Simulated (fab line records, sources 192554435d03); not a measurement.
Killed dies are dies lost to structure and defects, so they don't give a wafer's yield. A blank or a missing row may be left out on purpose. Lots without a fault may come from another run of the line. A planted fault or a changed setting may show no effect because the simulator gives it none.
Chamber matching | flow n5_finfet | N5_BEOL_M11_ETCH_61 on rie_diel-04: 4 sister chambers
The step etches SiARC in CF4, target depth 39 nm, time 65 s. 14 wafers are shown with their chamber, then 7 later ones without.

WAFERS WITH THEIR CHAMBER
wafer  | chamber | drypump_motor_current_A (A) | showerhead_plenum_p_Torr (Torr) | throttle_valve_pct (%)
L077.3 | 0       | 5.4                         | 2.21                            | 15.73
L077.5 | 1       | 5.5                         | 2.19                            | 16.06
L077.6 | 0       | 5.4                         | 2.21                            | 15.71
L078.2 | 0       | 5.3                         | 2.21                            | 15.73
L078.4 | 0       | 5.3                         | 2.21                            | 15.72
L078.6 | 0       | 5.3                         | 2.21                            | 15.73
L085.2 | 3       | 6.0                         | 2.20                            | 15.29
L085.3 | 2       | 5.9                         | 2.16                            | 15.53
L085.5 | 0       | 5.3                         | 2.20                            | 15.77
L091.1 | 2       | 5.9                         | 2.16                            | 15.55
L091.3 | 0       | 5.3                         | 2.20                            | 15.77
L091.5 | 1       | 5.4                         | 2.18                            | 15.63
L094.1 | 1       | 5.5                         | 2.18                            | 15.64
L094.5 | 2       | 5.9                         | 2.16                            | 15.56

SIGNATURES (means of the wafers above)
reading                  | chamber 0 | chamber 1 | chamber 2 | chamber 3 | scatter within a chamber
drypump_motor_current_A  | 5.329     | 5.467     | 5.900     | 6.000     | 0.0458
showerhead_plenum_p_Torr | 2.2071    | 2.1833    | 2.1600    | 2.2000    | 0.00458
throttle_valve_pct       | 15.7371   | 15.7767   | 15.5467   | 15.2900   | 0.111
Rule: a wafer's distance from a chamber is the root of the sum, over the readings, of the square of ((its reading less the chamber's mean) divided by the reading's scatter). The wafer belongs to the nearest chamber; if the next one is less than 2 further off, it can't be placed. The scatter: the root of (the sum of the squares of (reading less its chamber's mean) over the shown wafers, divided by (wafers less chambers)).

WAFERS WITHOUT THEIR CHAMBER
wafer  | drypump_motor_current_A (A) | showerhead_plenum_p_Torr (Torr) | throttle_valve_pct (%)
L094.6 | 5.5                         | 2.18                            | 15.63
L093.1 | 5.3                         | 2.20                            | 15.78
L093.4 | 6.0                         | 2.19                            | 15.31
L093.5 | 5.4                         | 2.20                            | 15.78
L095.1 | 5.5                         | 2.18                            | 15.64
L095.2 | 6.0                         | 2.19                            | 15.32
L095.4 | 5.9                         | 2.16                            | 15.57

WHICH CHAMBER EACH WENT THROUGH
wafer  | from the rows above     | in truth
L094.6 | 1                       | 1
L093.1 | 0                       | 0
L093.4 | 3                       | 3
L093.5 | can't be placed: 0 or 1 | 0
L095.1 | 1                       | 1
L095.2 | 3                       | 3
L095.4 | 2                       | 2
Placed correctly: 6 of 7. Can't be placed from these rows: 1 (the true chamber is among the candidates in 1). Placed wrongly: 0.
